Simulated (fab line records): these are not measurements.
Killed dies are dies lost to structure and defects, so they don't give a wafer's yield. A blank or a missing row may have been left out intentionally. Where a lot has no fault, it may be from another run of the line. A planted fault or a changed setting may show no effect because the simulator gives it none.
A lot that was struck, set against a sound lot ; flow n5-finfet ; 21 steps out of a route of 1938
Sound: wafers L911.2, L911.3, L911.5. The struck wafers were L916.1, L916.4, L916.5. The cause comes at the end.
For every step that has rows: the tool of each side, followed by ch and its chambers, followed by its first start. Under that, the readings that differ: sound wafers ; struck wafers ; difference of the means ; sigmas: that difference in standard deviations of wafers without a fault.
alike: readings whose means differ by less than 2 such deviations, and words and numbers that are the same on both sides. not compared: withheld readings, readings that some wafer has no value for, bounds like >300 that may hide the same value, and numbers for which the record gives no deviation and whose values overlap.
The two part at a step that has a row with sigmas, a row that says differs or no value, or rows on one side only. When numbers do not overlap yet have no deviation, they are printed without sigmas and do not part them. Lack of a reading on every wafer of one side parts them only where that side has two or more wafers.

first, 9 steps without rows for these wafers: N5_BEOL_M0_CO_CAP_123 (material Co, precursor CCTBA/H2, target thk 2 nm, time 102.1 s); N5_BEOL_M0_PRE_CLEAN_124 (time 15 s); N5_BEOL_M0_DEP_125 (deposits SiCN from 3MS/NH3, target thk 8 nm, time 14 s); N5_BEOL_M1_ILD_DEP_00 (deposits SiOC from DEMS/O2, target thk 79 nm, time 15.3 s); N5_BEOL_M1_PECVD_72 (deposits SiO2 from TEOS/O2, target thk 16 nm, time 18 s); N5_BEOL_M1_HM_DEP_02 (deposits TiN, target thk 20 nm); N5_BEOL_M1_COAT_61 (time 60 s, resist thk 60 nm); N5_BEOL_M1_COAT_62 (time 60 s, resist thk 12 nm); N5_BEOL_M1_COAT_73 (time 60 s, resist thk 5 nm).
N5_BEOL_M1_COAT_05: resist thk 30 nm.
  sound on litho-track-03 ch 0, day 6 09:26; struck on litho-track-03 ch 0, day 7 14:11
reading;sound;struck;difference;sigmas
spin-speed-rpm (rpm);1498.9 1500.5 1499.7;1421.0 1421.5 1423.7;-77.6;-71
model.CAR-EUV_of_BEOL_M1_COAT_05.thk-nm (nm);30 30 30;30.8 30.8 30.8;+0.8;
then, 7 steps without rows for these wafers: N5_BEOL_M1_EBR_07; N5_BEOL_M1_SOFTBAKE_06 (time 60 s); N5_BEOL_M1_EXPOSE_08 (exposes mask M1); N5_BEOL_M1_PEB_09 (peb time 60 s); N5_BEOL_M1_DEVELOP_10 (develop time 30 s); N5_BEOL_M1_DESCUM_16 (chemistry O2, time 7 s); N5_BEOL_M1_ETCH_74 (etches underlayer in N2/H2, target depth 6.5 nm, time 5.2 s).
N5_BEOL_M1_ETCH_63: etches SiARC in CF4, target depth 15.6 nm, time 26 s.
  sound on rie-diel-06 ch 2,3, day 6 10:25; struck on rie-diel-02 ch 0,2,3, day 7 14:56
reading;sound;struck;difference;sigmas
drypump-motor-current-A (A);5.0 4.9 5.0;5.8 5.6 5.8;+0.8;+2
etch-rf-on-time-s (s);24.5 25.0 24.8;26.9 27.0 26.7;+2.1;+2
mfc-ar-sccm (sccm);99.6 99.3 99.4;100.1 99.9 100.4;+0.7;+2
model.CAR-EUV_of_BEOL_M1_COAT_05.thk-nm (nm);11.2 11.2 11;12 12 12;+1;
  alike: oes-product-au, rf-fwd-power-W, rf-vpp-V, showerhead-plenum-p-Torr, throttle-valve-pct
  not compared: rf-hours-counter-h
then, 1 step without rows for these wafers: N5_BEOL_M1_ETCH_64 (etches SOC in N2/H2, target depth 75 nm, overetch 15 nm, time 112.5 s).
N5_BEOL_M4_RC_MEAS_101:
  sound on prober-01 ch 0, day 7 19:51; struck on prober-02 ch 0, day 9 07:51
  alike: DIBL_N, DIBL_P, IOFF_N, IOFF_P, ION_N, ION_P, SS_N, SS_P, VT_N, VT_P
next, for these wafers, 1 step has no rows: N5_PASSIVATION_PROBE_49.

== WHERE THEY PART ==
Earliest at N5_BEOL_M1_COAT_05; latest, in this record, at N5_BEOL_M1_ETCH_63. Later steps at which nothing parts them and some readings are alike: N5_BEOL_M4_RC_MEAS_101.

WHY: the cause the simulator had injected
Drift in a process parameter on litho-track-03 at N5_BEOL_M1_COAT_05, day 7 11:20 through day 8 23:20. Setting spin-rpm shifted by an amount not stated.
